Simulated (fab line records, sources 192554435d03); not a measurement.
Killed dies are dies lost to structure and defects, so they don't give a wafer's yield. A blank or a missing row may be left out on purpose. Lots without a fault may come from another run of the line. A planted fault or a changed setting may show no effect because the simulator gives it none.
fab line records | flow n5_finfet
record lots=4 wafers=12 last_day=17
route steps=1938 shown WELL_APT@35 PMOS_HMC_CHANNEL_EPI@57 BEOL_M4@1111 PASSIVATION@1936
lots that met no fault: from a run of the same line without faults
start_h: hours from the record's first day to the start of the lot's first wafer shown | wait_h: hours since the lot's step before | " the same as in the row above | L1.1+2: a row that stands for several wafers | - no value, or no start given | * or withheld: withheld | < > ~ a bound
route shown NAME@n: a module of which the file shows steps, and the number in the route of the first | usual: mean/standard deviation of fault-free wafers | same: alike in all rows | chamber/n: place in a boat | sites: the reading at each site | _std_site: their standard deviation | _edge_site: outer sites' mean less inner sites' | radius_mm: how far each site lies from the wafer's centre | mask NAME#n: copy n | behind: the tool/chamber that last shaped the wafer | hold: why the lot was held/for how many hours/how that ended | device: the transistor (n, p or np) that didn't switch | end of line: the same wafers' tests at the end of the route | a step without rows: its recipe alone | killed: dies lost to structure and defects at the first sort, not the wafer's yield | map: a wafer's dies, x killed, . not, _ none there
set.NAME: the setting as run; set.NAME@STEP: as run at that earlier step | model.NAME: the simulator's own value behind a step, which no gauge read
lots at some steps of the route; a table a step, a row a wafer
services: from which hour (start_h, from the record's first day; less than 0 if before it) a tool's chamber was out of use, for how many hours, and why
## steps
# step N5_WELL_APT_HMDS_18
# recipe time_s=60 temp_c=120
# step N5_WELL_APT_COAT_19
# recipe spin_rpm=1357 resist_thk_nm=950
# step N5_WELL_APT_EBR_21
# recipe solvent=PGMEA ebr_width_mm=1.5
# step N5_WELL_APT_SOFTBAKE_20
# recipe temp_c=130 time_s=60
# step N5_WELL_APT_EXPOSE_22
# recipe mask_id=PWELL na=0.8 source_shape=conventional sigma_outer=0.8 polarization=unpolarized defocus_nm=0 target_cd_nm=200 dose_mj=23.2
# step N5_WELL_APT_PEB_23
# recipe peb_temp_c=130 peb_time_s=90
# step N5_WELL_APT_DEVELOP_24
# recipe develop_time_s=45 rinse_liquid=surfactant_rinse dry=air_spin dev_temp_c=21
# step N5_WELL_APT_HARDBAKE_29
# recipe temp_c=130 time_s=120
# step N5_WELL_APT_DESCUM_30
# recipe chemistry=O2 time_s=7.9 source_power_w=50 bias_power_w=20 pressure_mtorr=20 rf_frequency_hz=2.712e+07 temp_c=40 o2_flow_sccm=225
# step N5_WELL_APT_IMPLANT_31
# recipe species=B energy_kev=60 dose_cm2=1.5e+13 tilt_deg=0 rotation_deg=0
# usual dose_ions_cm2=1.5001e+13/1.8e+10 end_station_pressure_torr=5.18e-06/2.3e-07 faraday_current_uA=190/3.8
# columns lot.wafer tool chamber start_h wait_h dose_ions_cm2 end_station_pressure_torr faraday_current_uA
L393.1 implanter-02 0 111.25 0.1 1.5009e+13 5.28e-06 192
L393.2 " 0 " " 1.5011e+13 5.42e-06 193
L393.5 " 0 " " 1.5013e+13 4.92e-06 189
L394.2 implanter-02 0 117.27 0.1 1.3567e+13 4.8e-06 176
L394.5 " 0 " " 1.3602e+13 5.41e-06 169
L394.6 " 0 " " 1.3548e+13 5.27e-06 174
L395.1 implanter-02 0 122.98 0.1 1.3583e+13 5.26e-06 165
L395.3 " 0 " " 1.357e+13 5.42e-06 166
L395.5 " 0 " " 1.3597e+13 5.17e-06 171
L398.2 implanter-01 0 141.16 0.1 1.5011e+13 4.89e-06 192
L398.5 " 0 " " 1.5004e+13 4.82e-06 192
L398.6 " 0 " " 1.5e+13 5.21e-06 185
# step N5_WELL_APT_IMPLANT_32
# recipe species=BF2 energy_kev=50 dose_cm2=2e+13 tilt_deg=0 rotation_deg=0
# step N5_WELL_APT_STRIP_33
# recipe chemistry=SPM time_s=900 temp_c=130 h2so4_h2o2_vol_ratio=4 dry=ipa_marangoni
# step N5_WELL_APT_RTA_34
# recipe temp_c=1000 time_s=10 ambient=N2 idle_temp_c=600 ramp_up_c_per_s=150 ramp_down_c_per_s=60 cool_to_c=600
# step N5_WELL_APT_OXIDE_STRIP_42
# recipe chemistry=dHF dilution=25:1 time_s=45 temp_c=25 target=SiO2 target_depth_a=120
# step N5_WELL_APT_PRECLEAN_36
# recipe chemistry=O3/DIW time_s=45 temp_c=22 o3_ppm=10
# step N5_WELL_APT_PRECLEAN_39
# recipe chemistry=dHF time_s=60 dilution=150:1 temp_c=25
# step N5_WELL_APT_SRD_37
# recipe dry=ipa_marangoni do_ppb=5 time_s=30 temp_c=23 rinse_liquid=diw
# step N5_WELL_APT_EPI_41
# recipe material=Si target_thk_a=500 temp_c=650 precursor=SiH4/H2 pressure_torr=20 time_s=297.7
# step N5_PMOS_HMC_CHANNEL_EPI_HM_DEP_34
# recipe material=SiO2 target_thk_a=360 temp_c=400 precursor=TEOS/O2 pressure_torr=6.5 rf_w=900 teos_flow_sccm=161.4 gas=O2 flow_sccm=2650 time_s=6.9
# step N5_PMOS_HMC_CHANNEL_EPI_COAT_31
# recipe resist=BARC temp_c=205 time_s=60 spin_rpm=1500 resist_thk_nm=66
# step N5_PMOS_HMC_CHANNEL_EPI_COAT_03
# recipe resist=CAR-ArF-block spin_rpm=1500 resist_thk_nm=205
# step N5_PMOS_HMC_CHANNEL_EPI_EBR_05
# recipe solvent=PGMEA ebr_width_mm=1.5
# step N5_PMOS_HMC_CHANNEL_EPI_SOFTBAKE_04
# recipe temp_c=110 time_s=60 resist=CAR-ArF-block
# step N5_PMOS_HMC_CHANNEL_EPI_EXPOSE_06
# recipe mask_id=PMOS_HMC_BLK na=1.35 source_shape=conventional sigma_outer=0.8 polarization=unpolarized target_cd_nm=240 dose_mj=41
# step N5_PMOS_HMC_CHANNEL_EPI_PEB_07
# recipe peb_temp_c=110 peb_time_s=60 resist=CAR-ArF-block
# step N5_PMOS_HMC_CHANNEL_EPI_DEVELOP_08
# recipe develop_time_s=30 developer=TMAH resist=CAR-ArF-block dev_temp_c=23 rinse_liquid=diw dry=air_spin
# step N5_PMOS_HMC_CHANNEL_EPI_DESCUM_14
# recipe chemistry=O2 time_s=7.9 source_power_w=50 bias_power_w=20 pressure_mtorr=20 rf_frequency_hz=2.712e+07 temp_c=40 resist=CAR-ArF-block o2_flow_sccm=225
# step N5_PMOS_HMC_CHANNEL_EPI_ETCH_32
# recipe chemistry=N2/H2 target=BARC stop_on=SiO2 target_depth_a=858 over_etch_frac=0.3 time_s=50.3 ion_energy_ev=200 mask_material=CAR-ArF-block pressure_mtorr=30 source_w=840 bias_w=150 n2_flow_sccm=200 h2_flow_sccm=200
# step N5_PMOS_HMC_CHANNEL_EPI_HM_OPEN_15
# recipe chemistry=CHF3/O2 target=SiO2 mask_material=CAR-ArF-block target_depth_a=406 CHF3_flow_sccm=50 O2_flow_sccm=5 Ar_flow_sccm=200 time_s=20.3 pressure_mtorr=30 source_w=650 bias_w=170 ion_energy_ev=200
# step N5_PMOS_HMC_CHANNEL_EPI_STRIP_33
# recipe chemistry=N2/H2 power_w=500 temp_c=40 pressure_mtorr=50 rf_frequency_hz=6e+07 overash_fraction=0.3 bias_power_w=8 h2_frac=0.5 n2_flow_sccm=300 h2_flow_sccm=300
# step N5_PMOS_HMC_CHANNEL_EPI_STRIP_17
# recipe chemistry=SPM time_s=750 temp_c=130 h2so4_h2o2_vol_ratio=4 dry=ipa_marangoni
# step N5_PMOS_HMC_CHANNEL_EPI_ETCH_38
# recipe chemistry=CF4 target=SiO2 target_depth_a=15 ion_energy_ev=350 pressure_mtorr=10 icp_w=800 bias_w=400 cf4_flow_sccm=80
# step N5_PMOS_HMC_CHANNEL_EPI_FIN_RECESS_16
# recipe chemistry=HBr/Cl2 target=Si mask_material=SiO2 target_depth_a=540 time_s=18 pressure_mtorr=10 icp_w=800 bias_w=75 HBr_flow_sccm=150 Cl2_flow_sccm=80
# step N5_PMOS_HMC_CHANNEL_EPI_PRECLEAN_36
# recipe chemistry=O3/DIW time_s=45 temp_c=22 o3_ppm=10
# step N5_PMOS_HMC_CHANNEL_EPI_PRECLEAN_18
# recipe chemistry=DHF time_s=30 temp_c=25 dilution=withheld
# step N5_BEOL_M4_RC_MEAS_101
# usual DIBL_N=36.0/1.7 DIBL_P=36.0/2 IOFF_N=0.156/0.028 IOFF_P=0.21/0.04 ION_N=673/12 ION_P=463/8.3 RS_PWELL=3008/23 SS_N=71.4/0.6 SS_P=73.3/0.66 VT_N=250/3 VT_P=-250/3.8
# columns lot.wafer tool chamber start_h wait_h DIBL_N[mV/V] DIBL_P[mV/V] IOFF_N[nA/um] IOFF_P[nA/um] ION_N[uA/um] ION_P[uA/um] RS_PWELL[ohm/sq] SS_N[mV/dec] SS_P[mV/dec] VT_N[mV] VT_P[mV]
L393.1 prober-02 0 262.81 0.0 39.2 41.1 0.209 0.28 674 460 3007 71.7 74.3 248 -247
L393.2 " 0 " " 35.4 36.7 0.132 0.20 661 461 2992 70.5 73.8 255 -251
L393.5 " 0 " " 41.7 44.8 0.276 0.36 692 469 3034 72.7 75.1 244 -243
L394.2 prober-02 0 274.30 0.2 36.8 36.6 0.163 0.23 694 475 3171 71.6 72.9 247 -247
L394.5 " 0 " " 38.2 37.5 0.185 0.24 700 476 3186 72.0 73.9 248 -245
L394.6 " 0 " " 38.3 37.1 0.164 0.23 673 463 3233 72.0 73.0 250 -249
L395.1 prober-01 0 275.71 0.0 35.7 36.7 0.142 0.18 662 453 3180 72.3 73.5 254 -254
L395.3 " 0 " " 35.4 36.5 0.145 0.18 663 449 3180 71.9 73.8 252 -253
L395.5 " 0 " " 37.9 38.8 0.181 0.21 670 445 3195 72.7 74.4 251 -254
L398.2 prober-02 0 296.77 0.2 36.9 37.8 0.172 0.25 665 457 3016 71.5 73.4 248 -247
L398.5 " 0 " " 34.1 34.9 0.133 0.20 667 469 3004 70.3 73.2 250 -247
L398.6 " 0 " " 35.9 36.5 0.173 0.23 667 461 3018 71.0 73.6 246 -245
# step N5_PASSIVATION_PROBE_49
# usual defect_limited_yield=91.6/1.6 killed_at_M0_to_M3=31/10 killed_at_M4_up=14/6.3 killed_at_contacts=12/6.1 killed_at_front_end=39/12 killed_at_other=3.7/2.8 killed_dies=100/19 killed_open=66/14 killed_short=33/8.1 sort_bin_4_leakage=0.00/0.014 sort_bin_5_function=5.0/1.1 sort_bin_6_memory=3.2/0.66 sort_n_pass=1080/18 sort_yield_pct=91.6/1.6
# same gross_dies=1180 killed_at_back_side=0 sort_bin_8_speed[%]=0
# columns lot.wafer tool chamber start_h wait_h defect_limited_yield[%] killed_at_M0_to_M3 killed_at_M4_up killed_at_contacts killed_at_front_end killed_at_other killed_dies killed_open killed_short sort_bin_4_leakage[%] sort_bin_5_function[%] sort_bin_6_memory[%] sort_n_pass sort_yield_pct[%]
L394.2 prober-02 - 376.75 0.1 88.7 30 20 17 60 6 133 83 46 0 6.7 4.0 1047 88.7
L394.5 prober-02 - 376.90 0.2 91.9 22 14 13 43 3 95 64 29 0 4.6 3.1 1085 91.9
L394.6 prober-02 - 376.95 0.3 87.8 35 20 17 69 3 144 80 63 0 7.2 4.3 1036 87.8
L393.2 prober-01 - 376.92 0.1 90.1 31 24 12 46 4 117 66 50 0 6.3 3.2 1063 90.1
L395.1 prober-01 - 382.68 0.0 90.4 27 6 11 66 3 113 78 35 0 5.6 3.7 1067 90.4
L395.3 prober-01 - 382.78 0.1 92.3 30 13 14 32 2 91 59 30 0 4.2 3.1 1089 92.3
L395.5 prober-01 - 382.88 0.2 92.5 29 7 10 38 4 88 53 35 0 4.4 2.5 1092 92.5
L398.2 prober-02 - 406.43 0.1 92.7 21 17 19 24 5 86 58 27 0 4.0 2.8 1094 92.7
L398.6 prober-02 - 406.63 0.3 91.9 32 17 11 35 1 96 57 37 0 4.7 2.9 1084 91.9
# killed by level:class
L394.2 FIN_SAQP:geometric_particle:short=15 FIN_SAQP:geometric_particle:open=15 BEOL_M4:geometric_particle:open=14 MOL_CONTACT_COAG:geometric_particle:open=13 BEOL_M0_SAQP:geometric_particle:short=8 BEOL_M2:geometric_particle:open=6 DUMMY_GATE:geometric_particle:open=6 BEOL_M0_SAQP:geometric_particle:open=6
L394.5 MOL_CONTACT_COAG:geometric_particle:open=13 FIN_SAQP:geometric_particle:open=10 BEOL_M2:geometric_particle:open=7 BEOL_M4:geometric_particle:open=7 STI_FIN_REVEAL:geometric_particle:short=5 GATE_CUT:geometric_particle:open=4 GATE_CUT:geometric_particle:short=4 BEOL_M1:geometric_particle:open=4
L393.2 MOL_CONTACT_COAG:geometric_particle:open=10 STI_FIN_REVEAL:geometric_particle:open=7 BEOL_M0_SAQP:geometric_particle:short=7 BEOL_M1:geometric_particle:open=7 FIN_SAQP:geometric_particle:short=6 GATE_CUT:geometric_particle:short=6 BEOL_M3:geometric_particle:open=6 BEOL_M4:geometric_particle:open=6
L394.6 FIN_SAQP:geometric_particle:short=23 FIN_SAQP:geometric_particle:open=21 BEOL_M4:geometric_particle:open=15 MOL_CONTACT_COAG:geometric_particle:open=13 BEOL_M0_SAQP:geometric_particle:short=12 ILD0:geometric_particle:open=7 BEOL_M0_SAQP:geometric_particle:open=7 BEOL_M2:geometric_particle:open=7
L395.1 STI_FIN_REVEAL:geometric_particle:open=19 FIN_SAQP:geometric_particle:open=18 MOL_CONTACT_COAG:geometric_particle:open=9 BEOL_M0_SAQP:geometric_particle:short=9 STI_FIN_REVEAL:geometric_particle:short=6 BEOL_M3:geometric_particle:open=6 BEOL_M2:geometric_particle:open=5 GATE_CUT:geometric_particle:open=4
L395.3 MOL_CONTACT_COAG:geometric_particle:open=11 BEOL_M0_SAQP:geometric_particle:short=7 BEOL_M2:geometric_particle:open=6 BEOL_M4:geometric_particle:open=6 FIN_SAQP:geometric_particle:open=5 BEOL_M1:geometric_particle:open=5 BEOL_M3:geometric_particle:open=5 STARTING-WAFER:geometric_particle:short=5
L395.5 BEOL_M3:geometric_particle:open=12 FIN_SAQP:geometric_particle:short=8 FIN_SAQP:geometric_particle:open=6 MOL_CONTACT_COAG:geometric_particle:open=6 BEOL_M2:geometric_particle:open=6 STI_FIN_REVEAL:geometric_particle:open=5 DUMMY_GATE:geometric_particle:open=5 ILD0:geometric_particle:short=5
L398.2 MOL_CONTACT_COAG:geometric_particle:open=13 BEOL_M4:geometric_particle:open=8 MOL_CONTACT_COAG:geometric_particle:short=6 BEOL_M3:geometric_particle:open=6 DUMMY_GATE:geometric_particle:open=4 FIN_SAQP:geometric_particle:open=3 STI_FIN_REVEAL:geometric_particle:open=3 GATE_CUT:geometric_particle:short=3
L398.6 FIN_SAQP:geometric_particle:short=10 MOL_CONTACT_COAG:geometric_particle:open=10 BEOL_M0_SAQP:geometric_particle:open=9 BEOL_M2:geometric_particle:open=9 BEOL_M0_SAQP:geometric_particle:short=8 STI_FIN_REVEAL:geometric_particle:open=7 STARTING-WAFER:geometric_particle:short=6 BEOL_M5:geometric_particle:open=4
## services
# columns tool chamber start_h hours kind
implanter-01 - 121.42 4.0 repair
## key
first_sign step=N5_WELL_APT_IMPLANT_31 reading=dose_ions_cm2 direction=down sigmas=77 usual=1.5001e+13 struck=1.3578e+13
effect step=N5_WELL_APT_IMPLANT_31 reading=faraday_current_uA direction=down sigmas=5.2 usual=190 struck=170
effect step=N5_BEOL_M4_RC_MEAS_101 reading=RS_PWELL direction=up sigmas=7.8 usual=3008 struck=3191
met_at N5_WELL_APT_IMPLANT_31
struck_wafers L394.2,L394.5,L394.6,L395.1,L395.3,L395.5
onset_between 111.25 117.27
fault kind=process_parameter_drift tool=implanter-02 chamber=- onset_h=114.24 steps=N5_WELL_APT_IMPLANT_31 channel=dose_cm2 offset=-1.4152e+12 shape=step end_h=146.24 acts_in=these_recipes_only stated=1.5e+13
